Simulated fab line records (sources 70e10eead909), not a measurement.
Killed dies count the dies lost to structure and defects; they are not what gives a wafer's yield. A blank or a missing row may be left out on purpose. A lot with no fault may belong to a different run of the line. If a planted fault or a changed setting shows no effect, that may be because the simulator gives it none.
Which tool is to blame? / flow nand-harc / 14 lots with 42 wafers sampled at 4 steps, on a route of 1159 steps

== WHAT THE GAUGES READ, wafer by wafer ==
NHARC_A_SOURCE_PLATE_INSPECT_08.
lot=L749; measured=day 7 07:02; on=defect-inspect-01; raw-defect-count=57 47 53
lot=L750; measured=day 7 18:02; on=defect-inspect-01; raw-defect-count=82 59 67
lot=L752; measured=day 8 06:22; on=defect-inspect-02; raw-defect-count=82 89 145
lot=L751; measured=day 8 06:22; on=defect-inspect-01; raw-defect-count=89 86 65
lot=L753; measured=day 8 15:04; on=defect-inspect-02; raw-defect-count=42 30 39
lot=L754; measured=day 8 15:04; on=defect-inspect-01; raw-defect-count=44 41 31
lot=L755; measured=day 9 11:16; on=defect-inspect-01; raw-defect-count=45 59 34
lot=L756; measured=day 9 11:17; on=defect-inspect-01; raw-defect-count=63 137 139
lot=L760; measured=day 10 14:07; on=defect-inspect-01; raw-defect-count=21 31 31
lot=L763; measured=day 11 06:56; on=defect-inspect-02; raw-defect-count=104 52 24
lot=L765; measured=day 11 14:26; on=defect-inspect-01; raw-defect-count=43 46 57
lot=L766; measured=day 11 14:28; on=defect-inspect-02; raw-defect-count=25 48 14
lot=L770; measured=day 12 09:41; on=defect-inspect-01; raw-defect-count=70 74 92
lot=L771; measured=day 12 20:17; on=defect-inspect-02; raw-defect-count=53 37 50

NHARC_A_ONON_D1_THK_MEAS_30: measures by ellipsometry.
lot=L749; measured=day 7 19:19; on=film-metro-02; thk-nm (nm)=1004 1003 1004
lot=L750; measured=day 8 10:17; on=film-metro-02; thk-nm (nm)=991 990 993
lot=L752; measured=day 8 18:50; on=film-metro-01; thk-nm (nm)=1003 1003 1001
lot=L751; measured=day 8 18:38; on=film-metro-01; thk-nm (nm)=995 995 995
lot=L753; measured=day 9 03:22; on=film-metro-01; thk-nm (nm)=1006 1007 1005
lot=L754; measured=day 9 03:23; on=film-metro-02; thk-nm (nm)=993 991 992
lot=L755; measured=day 10 00:13; on=film-metro-02; thk-nm (nm)=1018 1012 1016
lot=L756; measured=day 10 00:07; on=film-metro-01; thk-nm (nm)=1004 1002 1002
lot=L760; measured=day 11 03:14; on=film-metro-01; thk-nm (nm)=1000 1001 999
lot=L763; measured=day 11 20:07; on=film-metro-02; thk-nm (nm)=1046 1045 999
lot=L765; measured=day 12 02:43; on=film-metro-01; thk-nm (nm)=993 993 1039
lot=L766; measured=day 12 02:43; on=film-metro-02; thk-nm (nm)=1002 1002 1001
lot=L770; measured=day 12 22:19; on=film-metro-01; thk-nm (nm)=1004 1004 1006
lot=L771; measured=day 13 11:20; on=film-metro-01; thk-nm (nm)=1003 1002 1002

== TOOL THAT RAN EACH LOT (tool first, then ch and the chambers of the sampled wafers, then the start) ==
lot=L749; NHARC_P_BONDPAD_PRE_CLEAN_26=pvd-sputter-03, day 7 07:02 or earlier; NHARC_A_ONON_D1_DEP_28=pecvd-onon-04 ch 0, day 7 18:49
lot=L750; NHARC_P_BONDPAD_PRE_CLEAN_26=pvd-sputter-02, day 7 18:02 or earlier; NHARC_A_ONON_D1_DEP_28=pecvd-onon-04 ch 0, day 8 09:47
lot=L752; NHARC_P_BONDPAD_PRE_CLEAN_26=pvd-sputter-03, day 8 06:22 or earlier; NHARC_A_ONON_D1_DEP_28=pecvd-onon-02 ch 0, day 8 18:19
lot=L751; NHARC_P_BONDPAD_PRE_CLEAN_26=pvd-sputter-03, day 8 06:22 or earlier; NHARC_A_ONON_D1_DEP_28=pecvd-onon-03 ch 0, day 8 18:10
lot=L753; NHARC_P_BONDPAD_PRE_CLEAN_26=pvd-sputter-03, day 8 15:04 or earlier; NHARC_A_ONON_D1_DEP_28=pecvd-onon-02 ch 0, day 9 02:51
lot=L754; NHARC_P_BONDPAD_PRE_CLEAN_26=pvd-sputter-03, day 8 15:04 or earlier; NHARC_A_ONON_D1_DEP_28=pecvd-onon-04 ch 0, day 9 02:53
lot=L755; NHARC_P_BONDPAD_PRE_CLEAN_26=pvd-sputter-02, day 9 11:16 or earlier; NHARC_A_ONON_D1_DEP_28=pecvd-onon-04 ch 0, day 9 23:46
lot=L756; NHARC_P_BONDPAD_PRE_CLEAN_26=pvd-sputter-03, day 9 11:17 or earlier; NHARC_A_ONON_D1_DEP_28=pecvd-onon-03 ch 0, day 9 23:36
lot=L760; NHARC_P_BONDPAD_PRE_CLEAN_26=pvd-sputter-03, day 10 14:07 or earlier; NHARC_A_ONON_D1_DEP_28=pecvd-onon-02 ch 0, day 11 02:47
lot=L763; NHARC_P_BONDPAD_PRE_CLEAN_26=pvd-sputter-03, day 11 06:56 or earlier; NHARC_A_ONON_D1_DEP_28=pecvd-onon-03 ch 0, day 11 19:43
lot=L765; NHARC_P_BONDPAD_PRE_CLEAN_26=pvd-sputter-03, day 11 14:26 or earlier; NHARC_A_ONON_D1_DEP_28=pecvd-onon-03 ch 0, day 12 02:11
lot=L766; NHARC_P_BONDPAD_PRE_CLEAN_26=pvd-sputter-01, day 11 14:28 or earlier; NHARC_A_ONON_D1_DEP_28=pecvd-onon-02 ch 0, day 12 02:11
lot=L770; NHARC_P_BONDPAD_PRE_CLEAN_26=pvd-sputter-01, day 12 09:41 or earlier; NHARC_A_ONON_D1_DEP_28=pecvd-onon-02 ch 0, day 12 21:49
lot=L771; NHARC_P_BONDPAD_PRE_CLEAN_26=pvd-sputter-02, day 12 20:17 or earlier; NHARC_A_ONON_D1_DEP_28=pecvd-onon-04 ch 0, day 13 10:56
- NHARC_P_BONDPAD_PRE_CLEAN_26: time 30 s.
- NHARC_A_ONON_D1_DEP_28: target thk 1000 nm.

== AS READ BY THE TOOLS THEMSELVES (means over the sampled wafers that have a number; for cases with no such wafer, the mark the record gives instead) ==
NHARC_P_BONDPAD_PRE_CLEAN_26.
lot=L749; tool=pvd-sputter-03; heater-power-w (W)=405
lot=L750; tool=pvd-sputter-02; heater-power-w (W)=445
lot=L752; tool=pvd-sputter-03; heater-power-w (W)=403
lot=L751; tool=pvd-sputter-03; heater-power-w (W)=420
lot=L753; tool=pvd-sputter-03; heater-power-w (W)=387
lot=L754; tool=pvd-sputter-03; heater-power-w (W)=406
lot=L755; tool=pvd-sputter-02; heater-power-w (W)=432
lot=L756; tool=pvd-sputter-03; heater-power-w (W)=400
lot=L760; tool=pvd-sputter-03; heater-power-w (W)=380
lot=L763; tool=pvd-sputter-03; heater-power-w (W)=355
lot=L765; tool=pvd-sputter-03; heater-power-w (W)=403
lot=L766; tool=pvd-sputter-01; heater-power-w (W)=382
lot=L770; tool=pvd-sputter-01; heater-power-w (W)=388
lot=L771; tool=pvd-sputter-02; heater-power-w (W)=455

NHARC_A_ONON_D1_DEP_28.
lot=L749; tool=pecvd-onon-04; nh3-flow-sccm (sccm)=500.5
lot=L750; tool=pecvd-onon-04; nh3-flow-sccm (sccm)=501.9
lot=L752; tool=pecvd-onon-02; nh3-flow-sccm (sccm)=499.8
lot=L751; tool=pecvd-onon-03; nh3-flow-sccm (sccm)=501.1
lot=L753; tool=pecvd-onon-02; nh3-flow-sccm (sccm)=500.6
lot=L754; tool=pecvd-onon-04; nh3-flow-sccm (sccm)=500.2
lot=L755; tool=pecvd-onon-04; nh3-flow-sccm (sccm)=497.2
lot=L756; tool=pecvd-onon-03; nh3-flow-sccm (sccm)=499.2
lot=L760; tool=pecvd-onon-02; nh3-flow-sccm (sccm)=500.5
lot=L763; tool=pecvd-onon-03; nh3-flow-sccm (sccm)=500.5
lot=L765; tool=pecvd-onon-03; nh3-flow-sccm (sccm)=501.6
lot=L766; tool=pecvd-onon-02; nh3-flow-sccm (sccm)=500.8
lot=L770; tool=pecvd-onon-02; nh3-flow-sccm (sccm)=499.8
lot=L771; tool=pecvd-onon-04; nh3-flow-sccm (sccm)=499.1

== THE ANSWER, worked out from the rows above alone ==
Rule: what is usual is taken from the lots themselves. The widest of any qualifying gaps counts: lots, ordered by their means at a reading, are off when they make up no more than a third of the lots, leave a main group of 4 or more, and stand apart from it by 3 or more times the standard deviation of that group's means. A main group whose means are all the same, to the digits that the tables above print for the reading, isn't used. A lot without any number at a reading at which 4 lots or more have one is off too. The other lots that the step has rows for count as sound. Order of review: gauges by route order, followed by the tools' own readings, for which a lot's mean as printed above is used. The first step at which some lot is off is used, and at that step the reading that is off furthest; a lot without a number counts as furthest.
Across all readings shown, no lot is off: no conclusion can be drawn from this.

== WHAT WAS PUT IN BY THE SIMULATOR ==
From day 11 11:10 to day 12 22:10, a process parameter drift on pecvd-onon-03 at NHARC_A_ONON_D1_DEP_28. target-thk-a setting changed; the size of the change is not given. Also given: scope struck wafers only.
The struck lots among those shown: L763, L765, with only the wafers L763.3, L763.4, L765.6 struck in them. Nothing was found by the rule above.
